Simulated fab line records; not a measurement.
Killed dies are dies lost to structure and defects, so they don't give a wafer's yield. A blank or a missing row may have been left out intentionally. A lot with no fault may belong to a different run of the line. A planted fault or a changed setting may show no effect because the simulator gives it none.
Matching of chambers ; flow nandHarc ; NHARC_A_STAIRCASE_TRIM_220 on rieDiel-07: 4 sister chambers
The step chemistry O2, time 211.2 s. 14 wafers are shown with their chamber, then 7 later ones without.

== WAFERS PAIRED WITH THEIR CHAMBERS ==
wafer;chamber;drypumpMotorCurrentA (A);showerheadPlenumPTorr (Torr);oesProductAu (a.u.)
L074.2;1;5.7;3.46;1.005
L074.3;2;5.9;3.50;0.996
L074.6;3;6.2;3.41;1.013
L076.1;3;6.1;3.41;1.022
L076.3;1;5.7;3.46;1.011
L076.4;0;6.5;3.72;1.007
L082.1;2;5.9;3.49;1.003
L082.2;0;6.5;3.71;1.011
L082.4;1;5.7;3.45;1.003
L084.1;0;6.5;3.71;1.004
L084.3;1;5.7;3.45;1.002
L084.5;0;6.5;3.71;0.995
L088.1;2;5.9;3.47;0.985
L088.4;3;6.1;3.39;0.992

SIGNATURES (means of the wafers above)
reading;chamber 0;chamber 1;chamber 2;chamber 3;scatter within a chamber
drypumpMotorCurrentA;6.500;5.700;5.900;6.133;0.0258
showerheadPlenumPTorr;3.7125;3.4550;3.4867;3.4033;0.00953
oesProductAu;1.00425;1.00525;0.99467;1.00900;0.00909
Rule: for a wafer and a chamber, the distance is found by dividing, reading by reading, the gap between the wafer's reading and the chamber's mean by the reading's scatter, squaring, summing and taking the root. If the next closest chamber is less than 2 further off than the closest, the wafer can't be placed; otherwise it belongs to the closest. The scatter: take each reading less its chamber's mean, square it, sum over the shown wafers, divide by the number of wafers less the number of chambers, and take the root.

== WAFERS WITHOUT THEIR CHAMBER ==
wafer;drypumpMotorCurrentA (A);showerheadPlenumPTorr (Torr);oesProductAu (a.u.)
L088.5;5.7;3.44;0.998
L090.1;5.7;3.44;0.988
L090.5;5.9;3.47;0.987
L090.6;5.7;3.44;1.000
L092.1;5.9;3.47;0.994
L092.3;6.1;3.38;1.005
L092.6;6.1;3.38;0.993

== CHAMBER TAKEN BY EACH ==
wafer;from the rows above;in truth
L088.5;1;1
L090.1;1;1
L090.5;2;2
L090.6;1;1
L092.1;2;2
L092.3;3;3
L092.6;3;3
Correct placement for 7 of the 7. Number that these rows cannot place: 0. Placed wrongly: 0.
